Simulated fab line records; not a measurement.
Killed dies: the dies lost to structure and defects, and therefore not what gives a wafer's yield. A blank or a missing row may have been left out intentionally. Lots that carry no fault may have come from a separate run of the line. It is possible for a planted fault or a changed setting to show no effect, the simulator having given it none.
fab line records | flow nand-harc
record: lots: 6 | wafers: 18 | last-day: 33
route steps=1302 shown A_CHANNEL_HOLE_D1@483 A_CHANNEL_FILL_D1@490 END@1302
lots that met no fault: taken from a fault-free run of the same line
start-h: hours from the record's first day to the start of the lot's first wafer shown | wait-h: hours elapsed since this lot's preceding step | " as in the row above | L1.1+2: several wafers, shown together as one row | - value missing, or start not given | * or withheld: withheld | < > ~ a bound
route shown NAME@n: a module of which the file shows steps, and the number in the route of the first | usual: average and standard deviation across the fault-free wafers | same: alike in all rows | chamber/n: place in a boat | sites: readings site by site | _std_site: their standard deviation | _edge_site: inner sites' mean taken away from outer sites' mean | radius-mm: for every site, how far away it sits from the centre of the wafer | mask NAME#n: copy n | behind: the most recent tool/chamber to have shaped the wafer | hold: cause of the lot's hold/its duration in hours/its outcome | device: the transistor (n, p or np) that didn't switch | end of line: tests run on the same wafers once the route is complete | for a step that has no rows: nothing shown but its recipe | killed: not the wafer's yield, but the dies lost to structure and defects at the first sort | map: shows each die of a wafer: x if killed, . if not, _ if none is there
set.NAME: the setting the step ran with; set.NAME@STEP: the setting that earlier step ran with | model.NAME: the simulator's own value behind a step, which no gauge read
lots seen at some steps along the route; tables by step, rows by wafer
services: the hour from which a tool's chamber was out of use, counted from the record's first day as start-h (under 0 if before that day), plus the number of hours and why
== steps ==
step: NHARC_A_CHANNEL_HOLE_D1_ETCH_44
recipe: target-depth-a: 1400 | overetch-a: 140 | time-s: 77 | ion-energy-ev: 100 | cf4-flow-sccm: 80 | o2-flow-sccm: 20 | ar-flow-sccm: 0 | rf-w: 300 | bias-w: 100 | chemistry: CF4/O2
usual: drypump-motor-current-A: 5.8/0.38 | oes_ar_750_au: 1.000/0.0048 | oes-product-au: 1.000/0.011 | rf-vpp-V: 197.5/1.6 | showerhead-plenum-p-Torr: 1.33/0.063 | throttle-valve-pct: 13.397/0.0093
lot.wafer | tool        | chamber | start-h | wait-h | drypump-motor-current-A | oes_ar_750_au | oes-product-au | rf-hours-counter-h | rf-vpp-V | showerhead-plenum-p-Torr | throttle-valve-pct
L659.1    | rie-diel-09 | 1       | 190.72  | 0.1    | 5.8                     | 1.000         | 1.003          | 16                 | 194.6    | 1.25                     | 13.400
L659.4    | "           | 2       | "       | "      | 6.1                     | 0.992         | 0.992          | 14                 | 198.2    | 1.34                     | 13.410
L659.3    | "           | 0       | "       | "      | 4.9                     | 0.994         | 0.980          | 15                 | 198.4    | 1.35                     | 13.397
L664.3    | rie-diel-04 | 2       | 238.74  | 0.0    | 5.4                     | 1.013         | 0.993          | 3                  | 200.9    | 1.39                     | 13.400
L664.4    | "           | 3       | "       | "      | 6.3                     | 0.996         | 1.003          | 5                  | 197.0    | 1.26                     | 13.394
L664.1    | "           | 0       | "       | "      | 5.8                     | 0.993         | 0.983          | 6                  | 194.3    | 1.26                     | 13.396
L669.2    | rie-diel-04 | 0       | 286.02  | 0.1    | 5.8                     | 1.004         | 0.980          | 10                 | 195.0    | 1.25                     | 13.406
L669.4    | "           | 2       | "       | "      | 5.5                     | 0.998         | 0.998          | 7                  | 198.3    | 1.39                     | 13.385
L669.6    | "           | 0       | "       | "      | 5.7                     | 0.993         | 0.980          | -                  | 194.7    | 1.25                     | 13.393
L671.2    | rie-diel-06 | 2       | 302.77  | 0.1    | 5.2                     | 0.995         | 1.014          | 44                 | 199.0    | 1.44                     | 13.400
L671.6    | "           | 1       | "       | "      | 6.0                     | 0.996         | 1.011          | -                  | 198.6    | 1.37                     | 13.393
L671.5    | "           | 2       | "       | "      | 5.2                     | 1.003         | 1.024          | -                  | 199.7    | 1.44                     | 13.402
L677.4    | rie-diel-09 | 1       | 362.66  | 0.1    | 5.8                     | 0.996         | 1.028          | 9                  | 200.1    | 1.44                     | 13.399
L677.3    | "           | 0       | "       | "      | 4.9                     | 1.000         | 1.010          | 10                 | 198.2    | 1.34                     | 13.398
L677.5    | "           | 2       | "       | "      | 6.2                     | 0.997         | 1.010          | -                  | 195.4    | 1.33                     | 13.388
L680.1    | rie-diel-09 | 3       | 406.07  | 0.1    | 6.0                     | 1.002         | 1.004          | 27                 | 194.9    | 1.24                     | 13.407
L680.4    | "           | 0       | "       | "      | 4.9                     | 1.006         | 1.003          | -                  | 196.5    | 1.33                     | 13.402
L680.5    | "           | 1       | "       | "      | 5.8                     | 0.997         | 1.013          | -                  | 200.4    | 1.44                     | 13.395
step: NHARC_A_CHANNEL_HOLE_D1_STRIP_27
recipe: o2-flow-sccm: 500 | ar-flow-sccm: 0 | bias-w: 0 | chemistry: O2
usual: drypump-motor-current-A: 5.8/0.4 | oes-product-au: 1.002/0.011 | rf-vpp-V: 57.8/0.97 | showerhead-plenum-p-Torr: 3.51/0.16 | throttle-valve-pct: 17.036/0.0094
lot.wafer | tool        | chamber | start-h | wait-h | drypump-motor-current-A | oes-product-au | rf-hours-counter-h | rf-vpp-V | showerhead-plenum-p-Torr | throttle-valve-pct
L659.1    | rie-diel-09 | 2       | -       | -      | 6.2                     | 0.996          | 14                 | 57.5     | 3.53                     | 17.030
L659.4    | "           | 3       | "       | "      | 6.0                     | 1.002          | 13                 | 56.8     | 3.32                     | 17.027
L659.3    | "           | 1       | "       | "      | 5.8                     | 1.023          | 16                 | 58.2     | 3.31                     | 17.024
L664.4    | rie-diel-04 | 3       | -       | -      | 6.3                     | 1.012          | 5                  | 57.2     | 3.34                     | 17.033
L664.1    | "           | 0       | "       | "      | 5.8                     | 0.995          | 6                  | 57.4     | 3.33                     | 17.017
L664.3    | "           | 1       | "       | "      | 5.7                     | 0.995          | 5                  | 56.9     | 3.53                     | 17.033
L669.4    | rie-diel-04 | 1       | -       | -      | 5.7                     | 1.001          | 9                  | 58.3     | 3.53                     | 17.042
L669.2    | "           | 2       | "       | "      | 5.5                     | 1.006          | 7                  | 59.0     | 3.68                     | 17.040
L669.6    | "           | 3       | "       | "      | 6.3                     | 1.000          | -                  | 58.1     | 3.34                     | 17.019
L671.2    | rie-diel-06 | 1       | -       | -      | 5.9                     | 1.007          | 53                 | 58.0     | 3.62                     | 17.027
L671.5    | "           | 1       | "       | "      | 6.0                     | 1.006          | -                  | 57.7     | 3.62                     | 17.039
L671.6    | "           | 2       | "       | "      | 5.2                     | 1.015          | -                  | 59.1     | 3.78                     | 17.032
L677.3    | rie-diel-09 | 3       | -       | -      | 6.0                     | 1.008          | 10                 | 57.6     | 3.29                     | 17.030
L677.4    | "           | 0       | "       | "      | 4.9                     | 1.004          | 10                 | 57.3     | 3.53                     | 17.036
L677.5    | "           | 0       | "       | "      | 4.9                     | 1.004          | -                  | 58.8     | 3.53                     | 17.040
L680.1    | rie-diel-09 | 1       | -       | -      | 5.8                     | 1.032          | 25                 | 59.1     | 3.79                     | 17.044
L680.4    | "           | 1       | "       | "      | 5.8                     | 1.024          | -                  | 58.5     | 3.79                     | 17.040
L680.5    | "           | 0       | "       | "      | 4.9                     | 1.015          | -                  | 58.5     | 3.52                     | 17.045
step: NHARC_A_CHANNEL_HOLE_D1_PRECLEAN_28
recipe: time-s: * | temp-c: 50 | bath-age-min: 0 | chemistry: SC1
step: NHARC_A_CHANNEL_HOLE_D1_SRD_29
step: NHARC_A_CHANNEL_HOLE_D1_CD_MEAS_30
usual: cd-nm: 89.8/1.3
lot.wafer | tool      | chamber | start-h | wait-h | cd-nm
L659.1    | cd-sem-03 | -       | 191.51  | -      | 89.1
L659.3    | "         | -       | "       | "      | 90.2
L659.4    | "         | -       | "       | "      | 87.7
L664.1    | cd-sem-02 | -       | 239.53  | -      | 89.9
L664.3    | "         | -       | "       | "      | 88.8
L664.4    | "         | -       | "       | "      | 89.1
L669.2    | cd-sem-01 | -       | 286.81  | -      | 90.2
L669.4    | "         | -       | "       | "      | 90.5
L669.6    | "         | -       | "       | "      | 89.4
L671.2    | cd-sem-03 | -       | 303.56  | -      | 90.5
L671.5    | "         | -       | "       | "      | 90.0
L671.6    | "         | -       | "       | "      | 87.7
L677.3    | cd-sem-03 | -       | 363.53  | 0.1    | 88.9
L677.4    | "         | -       | "       | "      | 87.3
L677.5    | "         | -       | "       | "      | 89.6
L680.1    | cd-sem-01 | -       | 406.96  | -      | 89.2
L680.4    | "         | -       | "       | "      | 88.9
L680.5    | "         | -       | "       | "      | 89.8
step: NHARC_A_CHANNEL_HOLE_D1_XSEM_31
recipe: landing-energy-ev: 35000
step: NHARC_A_CHANNEL_HOLE_D1_INSPECT_40
usual: raw-defect-count: 75/28
lot.wafer | tool              | chamber | start-h | wait-h | raw-defect-count
L659.1    | defect-inspect-01 | -       | 191.70  | -      | 48
L659.3    | "                 | -       | "       | "      | 36
L659.4    | "                 | -       | "       | "      | 32
L664.1    | defect-inspect-02 | -       | 239.72  | -      | 49
L664.3    | "                 | -       | "       | "      | 52
L664.4    | "                 | -       | "       | "      | 52
L669.2    | defect-inspect-01 | -       | 286.99  | -      | 37
L669.4    | "                 | -       | "       | "      | 60
L669.6    | "                 | -       | "       | "      | 69
L671.2    | defect-inspect-01 | -       | 303.75  | -      | 95
L671.5    | "                 | -       | "       | "      | 115
L671.6    | "                 | -       | "       | "      | 129
L677.3    | defect-inspect-01 | -       | 363.71  | -      | 101
L677.4    | "                 | -       | "       | "      | 128
L677.5    | "                 | -       | "       | "      | 99
L680.1    | defect-inspect-02 | -       | 407.15  | -      | 55
L680.4    | "                 | -       | "       | "      | 58
L680.5    | "                 | -       | "       | "      | 43
step: NHARC_A_CHANNEL_FILL_D1_PRECLEAN_00
recipe: time-s: * | temp-c: 50 | bath-age-min: 0 | chemistry: SC1
step: NHARC_A_CHANNEL_FILL_D1_SRD_01
step: NHARC_A_CHANNEL_FILL_D1_ALD_02
recipe: target-thk-a: 60 | pulse-time-s: 10 | ald-cycles: 60 | temp-c: 300 | material: SiO2
usual: ald-cycles: 60/0 | heater-power-w: 467/49 | precursor-pulse-height-rel: 1.002/0.02
lot.wafer | tool      | chamber | start-h | wait-h | ald-cycles | heater-power-w | precursor-pulse-height-rel
L659.1    | ald-hk-02 | 1       | 193.34  | -      | 60         | 498            | 0.990
L659.4    | "         | 2       | "       | "      | 60         | 399            | 0.974
L659.3    | "         | 3       | "       | "      | 60         | 470            | 0.988
L664.4    | ald-hk-02 | 0       | 239.98  | -      | 60         | 551            | 1.021
L664.3    | "         | 1       | "       | "      | 60         | 482            | 1.013
L664.1    | "         | 2       | "       | "      | 60         | 404            | 0.971
L669.2    | ald-hk-04 | 0       | 287.19  | -      | 60         | 466            | 0.977
L669.4    | "         | 1       | "       | "      | 60         | 445            | 0.990
L669.6    | "         | 0       | "       | "      | 60         | 474            | 1.002
L671.2    | ald-hk-04 | 2       | 304.09  | -      | 60         | 442            | 0.995
L671.5    | "         | 0       | "       | "      | 60         | 475            | 0.975
L671.6    | "         | 1       | "       | "      | 60         | 455            | 0.991
L677.3    | ald-hk-04 | 0       | 364.05  | -      | 60         | 472            | 1.045
L677.4    | "         | 1       | "       | "      | 60         | 446            | 0.987
L677.5    | "         | 3       | "       | "      | 60         | 489            | 0.992
L680.4    | ald-hk-02 | 3       | 407.42  | -      | 60         | 494            | 0.992
L680.1    | "         | 0       | "       | "      | 60         | 556            | 1.000
L680.5    | "         | 2       | "       | "      | 60         | 383            | 1.019
step: NHARC_A_CHANNEL_FILL_D1_ALD_03
recipe: target-thk-a: 60 | pulse-time-s: 60 | ald-cycles: 58 | temp-c: 630 | pressure-torr: 2 | material: SiNx
step: NHARC_A_CHANNEL_FILL_D1_ALD_14
recipe: target-thk-a: 25 | pulse-time-s: 10 | ald-cycles: 25 | temp-c: 300 | material: SiO2
usual: ald-cycles: 25/0 | heater-power-w: 470/50 | precursor-pulse-height-rel: 1.001/0.018
lot.wafer | tool      | chamber | start-h | wait-h | ald-cycles | heater-power-w | precursor-pulse-height-rel
L659.4    | ald-hk-02 | 1       | 199.84  | 0.0    | 25         | 502            | 0.998
L659.1    | "         | 2       | "       | "      | 25         | 396            | 1.035
L659.3    | "         | 3       | "       | "      | 25         | 470            | 1.012
L664.1    | ald-hk-02 | 1       | 246.10  | 0.0    | 25         | 496            | 1.043
L664.3    | "         | 2       | "       | "      | 25         | 392            | 1.015
L664.4    | "         | 0       | "       | "      | 25         | 542            | 0.976
L669.4    | ald-hk-04 | 3       | 294.27  | 0.1    | 25         | 472            | 1.026
L669.2    | "         | 0       | "       | "      | 25         | 480            | 0.995
L669.6    | "         | 3       | "       | "      | 25         | 485            | 1.007
L671.2    | ald-hk-03 | 3       | 311.01  | 0.1    | 25         | 373            | 0.979
L671.6    | "         | 1       | "       | "      | 25         | 494            | 0.982
L671.5    | "         | 2       | "       | "      | 25         | 460            | 0.983
L677.3    | ald-hk-04 | 0       | 369.88  | 0.0    | 25         | 479            | 1.037
L677.4    | "         | 1       | "       | "      | 25         | 445            | 1.052
L677.5    | "         | 1       | "       | "      | 25         | 451            | 1.015
L680.1    | ald-hk-02 | 0       | 414.40  | 0.1    | 25         | 563            | 0.987
L680.4    | "         | 1       | "       | "      | 25         | 497            | 0.981
L680.5    | "         | 3       | "       | "      | 25         | 485            | 1.009
step: NHARC_A_CHANNEL_FILL_D1_ALD_15
recipe: target-thk-a: 20 | pulse-time-s: 60 | ald-cycles: 19 | temp-c: 630 | pressure-torr: 2 | material: SiNx
usual: ald-cycles: 19/0 | precursor-pulse-height-rel: 0.999/0.021
lot.wafer | tool             | chamber | start-h | wait-h | ald-cycles | precursor-pulse-height-rel
L659.1    | ald-sin-batch-02 | 0       | 202.97  | -      | 19         | 0.989
L659.3    | "                | 0       | "       | "      | 19         | 0.973
L659.4    | "                | 0       | "       | "      | 19         | 1.001
L664.1    | ald-sin-batch-03 | 0       | 249.21  | -      | 19         | 1.013
L664.3    | "                | 0       | "       | "      | 19         | 0.972
L664.4    | "                | 0       | "       | "      | 19         | 0.983
L669.2    | ald-sin-batch-03 | 0       | 297.36  | -      | 24         | 0.985
L669.4    | "                | 0       | "       | "      | 24         | 0.973
L669.6    | "                | 0       | "       | "      | 24         | 0.977
L671.2    | ald-sin-batch-03 | 0       | 314.05  | -      | 24         | 0.993
L671.5    | "                | 0       | "       | "      | 24         | 0.986
L671.6    | "                | 0       | "       | "      | 24         | 1.019
L677.3    | ald-sin-batch-02 | 0       | 372.99  | -      | 19         | 1.006
L677.4    | "                | 0       | "       | "      | 19         | 0.992
L677.5    | "                | 0       | "       | "      | 19         | 1.017
L680.1    | ald-sin-batch-02 | 0       | 417.48  | -      | 19         | 1.027
L680.4    | "                | 0       | "       | "      | 19         | 1.024
L680.5    | "                | 0       | "       | "      | 19         | 1.045
step: NHARC_A_CHANNEL_FILL_D1_ALD_16
recipe: target-thk-a: 15 | pulse-time-s: 10 | ald-cycles: 15 | temp-c: 300 | material: SiO2
usual: ald-cycles: 15/0 | heater-power-w: 464/44 | precursor-pulse-height-rel: 1.000/0.019
lot.wafer | tool      | chamber | start-h | wait-h | ald-cycles | heater-power-w | precursor-pulse-height-rel
L659.1    | ald-hk-04 | 1       | 205.11  | 0.1    | 15         | 464            | 1.013
L659.3    | "         | 2       | "       | "      | 15         | 429            | 0.998
L659.4    | "         | 0       | "       | "      | 15         | 510            | 1.009
L664.1    | ald-hk-02 | 3       | 251.31  | 0.0    | 15         | 476            | 0.958
L664.3    | "         | 0       | "       | "      | 15         | 544            | 0.980
L664.4    | "         | 1       | "       | "      | 15         | 513            | 1.037
L669.4    | ald-hk-03 | 2       | 299.44  | 0.0    | 15         | 456            | 1.002
L669.2    | "         | 1       | "       | "      | 15         | 496            | 0.998
L669.6    | "         | 3       | "       | "      | 15         | 378            | 1.011
L671.2    | ald-hk-04 | 2       | 316.16  | 0.1    | 15         | 443            | 0.957
L671.6    | "         | 0       | "       | "      | 15         | 473            | 0.971
L671.5    | "         | 1       | "       | "      | 15         | 440            | 1.014
L677.3    | ald-hk-04 | 2       | 376.72  | 1.7    | 15         | 446            | 1.015
L677.4    | "         | 1       | "       | "      | 15         | 459            | 0.993
L677.5    | "         | 2       | "       | "      | 15         | 440            | 0.969
L680.1    | ald-hk-04 | 0       | 419.57  | 0.0    | 15         | 482            | 1.007
L680.4    | "         | 2       | "       | "      | 15         | 450            | 1.011
L680.5    | "         | 0       | "       | "      | 15         | 478            | 1.006
step: NHARC_END_SORT_01
recipe: temp-c: 25
usual: killed-at-array: 51/18 | killed-at-other: 1.0/1.2 | killed-at-periphery: 3.7/2.9 | killed-dies: 55/19 | killed-open: 3.5/1.9 | killed-short: 2.6/1.6
same: gross-dies: 677
lot.wafer | tool      | chamber | start-h | wait-h | killed-at-array | killed-at-other | killed-at-periphery | killed-dies | killed-open | killed-short
L664.1    | prober-02 | 0       | 605.32  | 2.5    | 85              | 0               | 2                   | 87          | 3           | 6
L664.3    | prober-02 | 0       | 606.94  | 3.1    | 62              | 0               | 2                   | 64          | 2           | 5
L664.4    | prober-02 | 0       | 607.75  | 3.4    | 74              | 0               | 1                   | 75          | 5           | 3
L669.2    | prober-02 | 0       | 660.86  | 2.8    | 24              | 1               | 1                   | 26          | 3           | 3
L669.4    | prober-02 | 0       | 662.46  | 3.4    | 22              | 1               | 2                   | 25          | 1           | 3
L669.6    | prober-02 | 0       | 664.06  | 4.0    | 24              | 3               | 6                   | 33          | 9           | 1
L671.2    | prober-02 | 0       | 683.71  | 2.8    | 76              | 0               | 6                   | 82          | 2           | 3
L671.5    | prober-02 | 0       | 686.09  | 3.7    | 71              | 0               | 7                   | 78          | 2           | 3
L671.6    | prober-02 | 0       | 686.89  | 4.0    | 87              | 0               | 6                   | 93          | 1           | 0
L677.3    | prober-01 | 0       | 749.17  | 3.1    | 49              | 0               | 3                   | 52          | 1           | 6
killed by level:class
L664.1 A_CHANNEL_HOLE_D2:chamber-film-flake=37 A_SLIT:chamber-film-flake=30 A_CONTACT:chamber-film-flake=5 A_DECK1_JOINT:geometric-particle:short=2 A_ONON_D2:geometric-particle:short=2 A_ZERO_WELL:chamber-film-flake=2 P_CONTACT:geometric-particle:open=1 A_ONON_D1:geometric-particle:open=1
L664.3 A_CHANNEL_HOLE_D2:chamber-film-flake=34 A_SLIT:chamber-film-flake=12 A_CONTACT:chamber-film-flake=6 A_ONON_D2:geometric-particle:short=2 A_CHANNEL_HOLE_D1:chamber-film-flake=2 P_CONTACT:geometric-particle:short=1 A_CHANNEL_HOLE_D1:geometric-particle:open=1 A_SGD_CUT:geometric-particle:short=1
L664.4 A_CHANNEL_HOLE_D2:chamber-film-flake=30 A_SLIT:chamber-film-flake=25 A_CONTACT:chamber-film-flake=7 A_CHANNEL_HOLE_D1:chamber-film-flake=3 P_M0:geometric-particle:short=1 A_CHANNEL_FILL_D1:geometric-particle:short=1 A_CHANNEL_FILL_D1:geometric-particle:open=1 A_ONON_D2:geometric-particle:open=1
L669.2 A_STAIRCASE:chamber-film-flake=4 A_CHANNEL_HOLE_D1:chamber-film-flake=3 A_CHANNEL_FILL_D2:geometric-particle:short=2 A_ZERO_WELL:chamber-film-flake=2 A_DECK1_JOINT:chamber-film-flake=2 A_CONTACT:chamber-film-flake=2 A_ONON_D1:geometric-particle:open=1 A_SGD_CUT:geometric-particle:open=1
L669.4 A_SLIT:chamber-film-flake=5 A_SGD_CUT:chamber-film-flake=4 A_CHANNEL_HOLE_D1:chamber-film-flake=3 A_CHANNEL_HOLE_D2:chamber-film-flake=2 A_CHANNEL_FILL_D2:chamber-film-flake=2 A_CONTACT:chamber-film-flake=2 P_GATE:geometric-particle:open=1 A_CHANNEL_HOLE_D1:geometric-particle:short=1
L669.6 A_CONTACT:chamber-film-flake=5 A_CHANNEL_HOLE_D1:chamber-film-flake=4 A_STAIRCASE:chamber-film-flake=4 A_DECK1_JOINT:geometric-particle:open=2 A_CHANNEL_FILL_D2:geometric-particle:open=2 A_SGD_CUT:chamber-film-flake=2 THIN_TSV:chamber-film-flake=2 P_GATE:geometric-particle:open=1
L671.2 A_CHANNEL_HOLE_D1:chamber-film-flake=38 A_SLIT:chamber-film-flake=12 P_GATE:chamber-film-flake=6 A_CHANNEL_HOLE_D2:chamber-film-flake=5 A_STAIRCASE:chamber-film-flake=4 A_CONTACT:chamber-film-flake=4 A_CHANNEL_FILL_D2:chamber-film-flake=3 A_SGD_CUT:chamber-film-flake=2
L671.5 A_CHANNEL_HOLE_D1:chamber-film-flake=38 A_SLIT:chamber-film-flake=10 P_GATE:chamber-film-flake=6 A_STAIRCASE:chamber-film-flake=5 A_CHANNEL_HOLE_D2:chamber-film-flake=4 A_CHANNEL_FILL_D2:chamber-film-flake=2 A_SGD_CUT:chamber-film-flake=2 A_CHANNEL_HOLE_D2:geometric-particle:short=1
L671.6 A_CHANNEL_HOLE_D1:chamber-film-flake=33 A_SLIT:chamber-film-flake=26 A_CHANNEL_HOLE_D2:chamber-film-flake=16 P_GATE:chamber-film-flake=6 A_STAIRCASE:chamber-film-flake=5 A_CHANNEL_FILL_D2:chamber-film-flake=2 A_SGD_CUT:chamber-film-flake=2 A_WL_FILL:geometric-particle:open=1
L677.3 A_CHANNEL_HOLE_D1:chamber-film-flake=29 A_SLIT:chamber-film-flake=5 A_CONTACT:chamber-film-flake=5 A_ONON_D2:geometric-particle:short=2 A_WL_FILL:chamber-film-flake=2 P_CONTACT:geometric-particle:short=1 A_CHANNEL_FILL_D1:geometric-particle:open=1 A_DECK1_JOINT:geometric-particle:short=1
== services ==
tool             | chamber | start-h | hours | kind
rie-diel-06      | 2       | 169.46  | 10.2  | repair
ald-hk-02        | -       | 170.84  | 10.0  | pm
rie-diel-04      | -       | 177.90  | 9.0   | pm
rie-diel-09      | 1       | 197.35  | 3.9   | repair
rie-diel-09      | 0       | 198.03  | 3.8   | repair
rie-diel-04      | 2       | 200.64  | 8.6   | repair
rie-diel-09      | 2       | 208.66  | 46.3  | repair
ald-hk-03        | -       | 213.64  | 10.0  | pm
ald-hk-04        | -       | 256.29  | 10.0  | pm
ald-hk-04        | 0       | 256.29  | 10.0  | vent-cycle
rie-diel-09      | 2       | 260.02  | 6.7   | repair
ald-sin-batch-02 | -       | 266.00  | 26.0  | pm
rie-diel-04      | 1       | 266.50  | 7.5   | repair
rie-diel-06      | 1       | 273.39  | 2.7   | repair
rie-diel-06      | 1       | 296.24  | 1.5   | repair
rie-diel-06      | -       | 307.85  | 9.0   | pm
rie-diel-09      | -       | 320.23  | 9.0   | pm
rie-diel-04      | 3       | 323.23  | 3.2   | repair
rie-diel-04      | -       | 328.70  | 0.8   | repair
ald-hk-02        | -       | 350.80  | 10.0  | pm
rie-diel-04      | -       | 354.90  | 9.0   | pm
rie-diel-04      | 0       | 377.16  | 7.1   | repair
ald-hk-03        | -       | 391.64  | 10.0  | pm
rie-diel-09      | 2       | 403.14  | 7.8   | repair
== key ==
first-sign: step: NHARC_A_CHANNEL_FILL_D1_ALD_15 | reading: ald-cycles | direction: up | sigmas: 99+ | usual: 19 | struck: 24
effect none on later readings
met-at NHARC_A_CHANNEL_FILL_D1_ALD_15
struck-wafers L669.2,L669.4,L669.6,L671.2,L671.5,L671.6
tester-left-out L669,L671
onset-between 249.21 297.36
fault: kind: process-parameter-drift | tool: ald-sin-batch-03 | chamber: - | onset-h: 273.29 | steps: NHARC_A_CHANNEL_FILL_D1_ALD_15 | channel: ald-cycles | offset: 5 | shape: step | end-h: 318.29 | acts-in: these-recipes-only | stated: 19
tester-left-out: of these lots the tester's yield and bins aren't shown, on N5 and GAA mostly nor the transistor test; their killed dies are dies lost to structure and defects alone, not to doping, threshold or leakage, so they don't give the yield
